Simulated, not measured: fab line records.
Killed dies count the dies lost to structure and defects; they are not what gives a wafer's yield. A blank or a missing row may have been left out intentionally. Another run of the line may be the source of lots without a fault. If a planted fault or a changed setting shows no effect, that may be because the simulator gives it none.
Which tool is to blame? + flow n5 finfet + Sampling: 24 lots, 72 wafers, 6 of 1938 route steps

WHAT THE GAUGES SHOWED, per wafer
N5_BEOL_M4_CD_MEAS_11 targets a cd of 16.79 nm. Usual: cd nm reads 16.82 nm (standard deviation 0.23).
| lot  | measured     | on        | cd nm (nm)        | flag |
|------|--------------|-----------|-------------------|------|
| L074 | day 7 04:09  | cd sem-02 | 16.73 17.00 16.44 |      |
| L075 | day 7 15:43  | cd sem-03 | 16.63 16.56 16.91 |      |
| L076 | day 8 11:41  | cd sem-02 | 17.23 17.44 16.74 |      |
| L077 | day 8 19:23  | cd sem-01 | 16.80 16.94 16.62 |      |
| L078 | day 9 02:23  | cd sem-01 | 16.85 16.85 16.59 |      |
| L080 | day 9 08:49  | cd sem-01 | 16.97 16.70 16.90 |      |
| L079 | day 9 09:02  | cd sem-03 | 16.77 16.68 16.80 |      |
| L082 | day 9 13:27  | cd sem-02 | 16.76 17.26 17.18 |      |
| L081 | day 9 22:35  | cd sem-03 | 17.20 16.92 16.83 |      |
| L085 | day 10 04:09 | cd sem-02 | 17.00 16.68 16.94 |      |
| L083 | day 10 08:46 | cd sem-02 | 17.13 16.94 16.57 |      |
| L084 | day 10 16:24 | cd sem-03 | 17.33 16.95 17.06 |      |
| L086 | day 10 18:56 | cd sem-02 | 16.67 16.38 16.50 |      |
| L088 | day 10 23:04 | cd sem-01 | 16.63 17.08 16.50 |      |
| L087 | day 11 03:18 | cd sem-02 | 16.69 16.82 16.52 |      |
| L089 | day 11 07:19 | cd sem-02 | 16.52 16.46 16.62 |      |
| L090 | day 12 02:55 | cd sem-03 | 16.81 16.48 16.86 |      |
| L091 | day 12 04:29 | cd sem-03 | 16.87 16.94 16.59 |      |
| L093 | day 12 07:19 | cd sem-01 | 16.77 16.76 16.80 |      |
| L092 | day 12 09:31 | cd sem-02 | 16.84 16.49 16.34 |      |
| L094 | day 12 12:39 | cd sem-03 | 16.90 17.04 16.77 |      |
| L095 | day 13 19:27 | cd sem-03 | 16.86 16.80 16.58 |      |
| L096 | day 13 19:32 | cd sem-02 | 17.52 16.71 16.97 |      |
| L097 | day 13 21:02 | cd sem-01 | 16.42 16.73 16.55 |      |

N5_BEOL_M4_OVL_MEAS_12. Usual: M4_OVL gives 0.5 nm (standard deviation 0.84).
| lot  | measured     | on         | M4_OVL (nm)    | flag |
|------|--------------|------------|----------------|------|
| L074 | day 7 04:11  | overlay-01 | 1.7 1.7 0.6    |      |
| L075 | day 7 15:44  | overlay-01 | 0.6 -0.4 0.7   |      |
| L076 | day 8 11:44  | overlay-02 | 0.5 0.3 0.6    |      |
| L077 | day 8 19:26  | overlay-01 | 1.0 0.9 1.4    |      |
| L078 | day 9 02:25  | overlay-01 | 1.4 2.0 1.2    |      |
| L080 | day 9 08:52  | overlay-01 | 0.1 1.0 1.3    |      |
| L079 | day 9 09:04  | overlay-02 | -1.8 -1.6 -0.4 |      |
| L082 | day 9 13:29  | overlay-02 | 0.7 1.0 -0.1   |      |
| L081 | day 9 22:37  | overlay-02 | 1.8 0.0 1.3    |      |
| L085 | day 10 04:11 | overlay-01 | 0.1 1.0 0.4    |      |
| L083 | day 10 08:49 | overlay-01 | 0.7 -0.6 0.0   |      |
| L084 | day 10 16:26 | overlay-01 | 0.5 0.4 0.5    |      |
| L086 | day 10 18:58 | overlay-02 | 0.4 1.4 1.1    |      |
| L088 | day 10 23:05 | overlay-01 | 1.3 0.6 0.6    |      |
| L087 | day 11 03:20 | overlay-01 | -0.2 0.3 0.0   |      |
| L089 | day 11 07:22 | overlay-01 | 0.5 0.2 -0.4   |      |
| L090 | day 12 02:57 | overlay-01 | 1.0 -0.3 1.5   |      |
| L091 | day 12 04:32 | overlay-02 | 0.9 0.8 0.0    |      |
| L093 | day 12 07:21 | overlay-01 | -0.9 -0.5 -1.0 |      |
| L092 | day 12 09:33 | overlay-01 | 1.7 2.5 1.4    |      |
| L094 | day 12 12:41 | overlay-01 | 1.6 0.9 0.7    |      |
| L095 | day 13 19:29 | overlay-02 | 1.1 1.8 0.8    |      |
| L096 | day 13 19:34 | overlay-02 | 0.8 0.5 0.7    |      |
| L097 | day 13 21:04 | overlay-02 | -1.0 -1.2 -0.5 |      |

N5_BEOL_M4_INSPECT_30: inspects for defects (brightfield). Usual: raw defect count reads 432 (standard deviation 97).
| lot  | measured     | on                | raw defect count | flag |
|------|--------------|-------------------|------------------|------|
| L074 | day 7 05:25  | defect inspect-02 | 525 424 352      |      |
| L075 | day 7 17:09  | defect inspect-02 | 586 473 366      |      |
| L076 | day 8 12:52  | defect inspect-02 | 428 414 391      |      |
| L077 | day 8 20:22  | defect inspect-02 | 803 436 572      |      |
| L078 | day 9 03:40  | defect inspect-01 | 404 413 419      |      |
| L080 | day 9 09:47  | defect inspect-01 | 418 378 419      |      |
| L079 | day 9 10:00  | defect inspect-01 | 374 318 483      |      |
| L082 | day 9 14:33  | defect inspect-02 | 415 445 381      |      |
| L081 | day 9 23:49  | defect inspect-02 | 358 456 578      |      |
| L085 | day 10 05:07 | defect inspect-01 | 349 333 295      |      |
| L083 | day 10 09:49 | defect inspect-02 | 500 354 274      |      |
| L084 | day 10 17:22 | defect inspect-02 | 493 521 478      |      |
| L086 | day 10 20:02 | defect inspect-01 | 552 533 731      |      |
| L088 | day 11 00:09 | defect inspect-02 | 403 478 498      |      |
| L087 | day 11 04:55 | defect inspect-01 | 322 375 486      |      |
| L089 | day 11 08:20 | defect inspect-01 | 409 355 394      |      |
| L090 | day 12 03:53 | defect inspect-02 | 437 529 378      |      |
| L091 | day 12 05:32 | defect inspect-02 | 527 556 482      |      |
| L093 | day 12 08:25 | defect inspect-02 | 446 357 406      |      |
| L092 | day 12 10:35 | defect inspect-01 | 405 387 663      |      |
| L094 | day 12 13:37 | defect inspect-01 | 465 351 347      |      |
| L095 | day 13 20:39 | defect inspect-02 | 459 414 372      |      |
| L096 | day 13 20:52 | defect inspect-01 | 322 342 306      |      |
| L097 | day 13 22:04 | defect inspect-01 | 438 526 460      |      |

N5_BEOL_M5_THK_MEAS_01. Usual: M5_ILD_THK gives 121.4 nm (standard deviation 1.7).
| lot  | measured     | on            | M5_ILD_THK (nm)   | flag |
|------|--------------|---------------|-------------------|------|
| L074 | day 7 17:19  | film metro-02 | 119.9 121.3 122.8 |      |
| L075 | day 8 21:47  | film metro-01 | 119.8 121.4 122.7 |      |
| L076 | day 9 00:43  | film metro-02 | 120.8 123.6 123.3 |      |
| L077 | day 9 04:31  | film metro-01 | 118.2 120.2 119.6 |      |
| L078 | day 9 12:26  | film metro-01 | 122.4 123.2 123.3 |      |
| L080 | day 10 00:50 | film metro-01 | 119.7 122.4 120.8 |      |
| L079 | day 10 03:34 | film metro-02 | 122.7 122.8 124.0 |      |
| L082 | day 10 06:23 | film metro-01 | 124.1 124.1 121.8 |      |
| L081 | day 10 09:00 | film metro-02 | 120.1 119.5 123.1 |      |
| L085 | day 10 12:47 | film metro-01 | 119.8 117.8 121.9 |      |
| L083 | day 11 03:56 | film metro-01 | 122.2 122.8 122.2 |      |
| L084 | day 11 05:32 | film metro-02 | 121.6 124.9 121.4 |      |
| L086 | day 11 09:38 | film metro-02 | 120.4 121.8 121.2 |      |
| L088 | day 11 11:31 | film metro-02 | 120.0 120.8 122.0 |      |
| L087 | day 11 11:39 | film metro-02 | 119.9 121.5 122.0 |      |
| L089 | day 12 01:55 | film metro-02 | 121.4 123.2 124.2 |      |
| L090 | day 12 13:29 | film metro-01 | 122.5 122.5 123.9 |      |
| L091 | day 12 17:26 | film metro-02 | 119.9 121.4 120.0 |      |
| L093 | day 12 19:15 | film metro-01 | 119.5 123.1 122.5 |      |
| L092 | day 13 00:10 | film metro-01 | 122.6 121.4 123.5 |      |
| L094 | day 13 00:56 | film metro-02 | 121.3 121.4 123.0 |      |
| L095 | day 14 05:55 | film metro-02 | 119.0 121.5 121.3 |      |
| L096 | day 14 09:17 | film metro-01 | 118.6 120.0 121.7 |      |
| L097 | day 14 07:51 | film metro-01 | 121.5 124.4 123.1 |      |

N5_BEOL_M5_CD_MEAS_11 targets a cd of 27.74 nm. Usual: cd nm reads 27.99 nm (standard deviation 0.27).
| lot  | measured     | on        | cd nm (nm)        | flag |
|------|--------------|-----------|-------------------|------|
| L074 | day 7 18:47  | cd sem-03 | 27.74 28.08 27.70 |      |
| L075 | day 8 22:59  | cd sem-02 | 27.87 28.16 27.64 |      |
| L076 | day 9 02:51  | cd sem-02 | 27.67 28.00 27.56 |      |
| L077 | day 9 06:52  | cd sem-03 | 28.34 28.41 28.22 |      |
| L078 | day 9 13:30  | cd sem-03 | 28.21 28.14 28.02 |      |
| L080 | day 10 02:20 | cd sem-01 | 28.15 28.50 28.17 |      |
| L079 | day 10 04:16 | cd sem-03 | 28.44 28.12 27.61 |      |
| L082 | day 10 07:43 | cd sem-01 | 28.16 28.02 28.09 |      |
| L081 | day 10 12:30 | cd sem-03 | 28.20 27.73 28.57 |      |
| L085 | day 10 13:30 | cd sem-01 | 27.88 28.26 28.33 |      |
| L083 | day 11 04:34 | cd sem-01 | 28.25 27.77 28.21 |      |
| L084 | day 11 06:48 | cd sem-03 | 27.91 27.82 28.11 |      |
| L086 | day 11 10:52 | cd sem-02 | 28.68 28.31 27.87 |      |
| L088 | day 11 12:37 | cd sem-02 | 28.09 28.02 27.86 |      |
| L087 | day 11 12:46 | cd sem-03 | 27.55 28.08 28.14 |      |
| L089 | day 12 03:06 | cd sem-02 | 28.22 27.83 28.07 |      |
| L090 | day 12 14:35 | cd sem-02 | 27.92 27.97 27.95 |      |
| L091 | day 12 19:10 | cd sem-03 | 27.71 28.21 28.27 |      |
| L093 | day 12 19:55 | cd sem-03 | 27.74 27.78 27.62 |      |
| L092 | day 13 04:07 | cd sem-03 | 27.67 27.90 27.67 |      |
| L094 | day 13 04:25 | cd sem-02 | 27.55 27.81 27.77 |      |
| L095 | day 14 07:22 | cd sem-01 | 28.18 27.83 27.76 |      |
| L096 | day 14 11:46 | cd sem-01 | 28.16 27.61 27.85 |      |
| L097 | day 14 08:23 | cd sem-02 | 28.29 28.50 28.52 |      |

WHICH TOOL RAN EACH LOT (tool, then ch and the chambers of the sampled wafers, then the start)
| lot  | N5_BEOL_M4_ILD_DEP_00           |
|------|---------------------------------|
| L074 | pecvd-01 ch 0,1,2, day 7 03:28  |
| L075 | pecvd-02 ch 0,2, day 7 14:40    |
| L076 | pecvd-02 ch 0,1,2, day 8 10:58  |
| L077 | pecvd-03 ch 0,1,2, day 8 17:31  |
| L078 | pecvd-03 ch 0,1, day 8 23:29    |
| L080 | pecvd-02 ch 0,1,2, day 9 07:25  |
| L079 | pecvd-02 ch 0,1,2, day 9 07:39  |
| L082 | pecvd-01 ch 0,1,2, day 9 12:21  |
| L081 | pecvd-02 ch 0,1,2, day 9 20:27  |
| L085 | pecvd-01 ch 0,1,2, day 10 02:10 |
| L083 | pecvd-01 ch 0,1,2, day 10 08:05 |
| L084 | pecvd-01 ch 0,1, day 10 13:47   |
| L086 | pecvd-02 ch 0,1, day 10 17:58   |
| L088 | pecvd-03 ch 0,2, day 10 21:57   |
| L087 | pecvd-01 ch 0,1,2, day 11 02:09 |
| L089 | pecvd-03 ch 0,2, day 11 06:38   |
| L090 | pecvd-01 ch 0,1,2, day 12 01:09 |
| L091 | pecvd-01 ch 0,1,2, day 12 03:01 |
| L093 | pecvd-01 ch 0,2, day 12 04:59   |
| L092 | pecvd-02 ch 1, day 12 08:01     |
| L094 | pecvd-02 ch 0,1,2, day 12 11:41 |
| L095 | pecvd-02 ch 0,2, day 13 17:04   |
| L096 | pecvd-03 ch 1,2, day 13 18:16   |
| L097 | pecvd-02 ch 0,1,2, day 13 19:55 |
- N5_BEOL_M4_ILD_DEP_00: deposits SiOC from DEMS/O2, target thk 79 nm, time 15.3 s.

WHAT THE TOOLS THEMSELVES READ (means of the sampled wafers that have a number; where no wafer has one, the mark that the record gives instead)
N5_BEOL_M4_ILD_DEP_00. Usual: heater power w 493 W, standard deviation 70; showerhead plenum p Torr 5.691 Torr, standard deviation 0.019; throttle valve pct 11.8 %, standard deviation 0.62.
| lot  | tool     | heater power w (W) | showerhead plenum p Torr (Torr) | throttle valve pct (%) | flag |
|------|----------|--------------------|---------------------------------|------------------------|------|
| L074 | pecvd-01 | 529                | 5.691                           | 11.4                   |      |
| L075 | pecvd-02 | 473                | 5.674                           | 11.4                   |      |
| L076 | pecvd-02 | 483                | 5.701                           | 11.6                   |      |
| L077 | pecvd-03 | 494                | 5.689                           | 12.4                   |      |
| L078 | pecvd-03 | 473                | 5.696                           | 12.8                   |      |
| L080 | pecvd-02 | 461                | 5.690                           | 11.8                   |      |
| L079 | pecvd-02 | 434                | 5.693                           | 11.7                   |      |
| L082 | pecvd-01 | 518                | 5.677                           | 11.6                   |      |
| L081 | pecvd-02 | 468                | 5.689                           | 11.6                   |      |
| L085 | pecvd-01 | 515                | 5.689                           | 11.7                   |      |
| L083 | pecvd-01 | 513                | 5.688                           | 11.8                   |      |
| L084 | pecvd-01 | 585                | 5.689                           | 11.4                   |      |
| L086 | pecvd-02 | 501                | 5.703                           | 11.9                   |      |
| L088 | pecvd-03 | 462                | 5.684                           | 11.9                   |      |
| L087 | pecvd-01 | 508                | 5.683                           | 11.6                   |      |
| L089 | pecvd-03 | 434                | 5.686                           | 12.1                   |      |
| L090 | pecvd-01 | 504                | 5.680                           | 11.7                   |      |
| L091 | pecvd-01 | 520                | 5.677                           | 11.7                   |      |
| L093 | pecvd-01 | 459                | 5.683                           | 12.0                   |      |
| L092 | pecvd-02 | 502                | 5.720                           | 12.1                   |      |
| L094 | pecvd-02 | 482                | 5.701                           | 11.7                   |      |
| L095 | pecvd-02 | 455                | 5.677                           | 11.7                   |      |
| L096 | pecvd-03 | 529                | 5.705                           | 12.7                   |      |
| L097 | pecvd-02 | 466                | 5.690                           | 11.8                   |      |

THE ANSWER, worked out from the rows above alone
Rule: a lot is off if the mean of its wafers that have a number lies more than 3 standard deviations from the usual mean. Also off: a lot with no number at a reading for which 4 or more lots have one. Where the step has rows for the other lots, those lots are counted as sound. After the gauges, taken in route order, come the tools' own readings; for these a lot's mean is taken, as printed above. At the first step where some lot is off, the reading lying furthest off is the one used; lots without a number count as furthest.
Across all readings shown, no lot is off: no conclusion can be drawn from this.

WHAT WAS PUT IN BY THE SIMULATOR
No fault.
